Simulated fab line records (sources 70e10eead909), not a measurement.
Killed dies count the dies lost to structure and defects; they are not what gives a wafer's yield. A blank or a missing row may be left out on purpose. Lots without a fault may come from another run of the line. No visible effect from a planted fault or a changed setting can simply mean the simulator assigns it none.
Chamber matching | flow nand-harc | NHARC_A_STAIRCASE_DESCUM_443 on rie-diel-01: 4 sister chambers
The step chemistry O2, time 3 s. 4 wafers are shown with their chamber, then 7 later ones without.

WAFERS, EACH WITH ITS CHAMBER
wafer  | chamber | drypump-motor-current-A (A)
L089.5 | 2       | 6.2
L089.6 | 3       | 6.3
L091.1 | 1       | 6.1
L091.4 | 0       | 6.7

WAFERS WITH NO CHAMBER GIVEN
wafer  | drypump-motor-current-A (A)
L091.5 | 6.7
L094.2 | 6.4
L094.4 | 6.1
L094.5 | 6.2
L095.3 | 6.3
L095.5 | 6.3
L095.6 | 6.2

THE CHAMBER EACH PASSED THROUGH
wafer  | from the rows above | in truth
L091.5 | 0                   | 0
L094.2 | 3                   | 3
L094.4 | 1                   | 1
L094.5 | 2                   | 2
L095.3 | 3                   | 3
L095.5 | 3                   | 3
L095.6 | 2                   | 2
7 of 7 placed correctly. From these rows, 0 cannot be placed. Placed wrongly: 0.
How it was worked out, from the rows above alone: a wafer's distance from a chamber is the root of the sum, over the readings, of the square of ((its reading less the chamber's mean) divided by the reading's scatter). If the next closest chamber is less than 2 further off than the closest, the wafer can't be placed; otherwise it belongs to the closest. For every chamber, the mean is computed from those of its wafers that are shown. The scatter (one wafer shown for each chamber): square how far every hidden wafer sits from the nearest shown wafer, average those squares and take the square root.
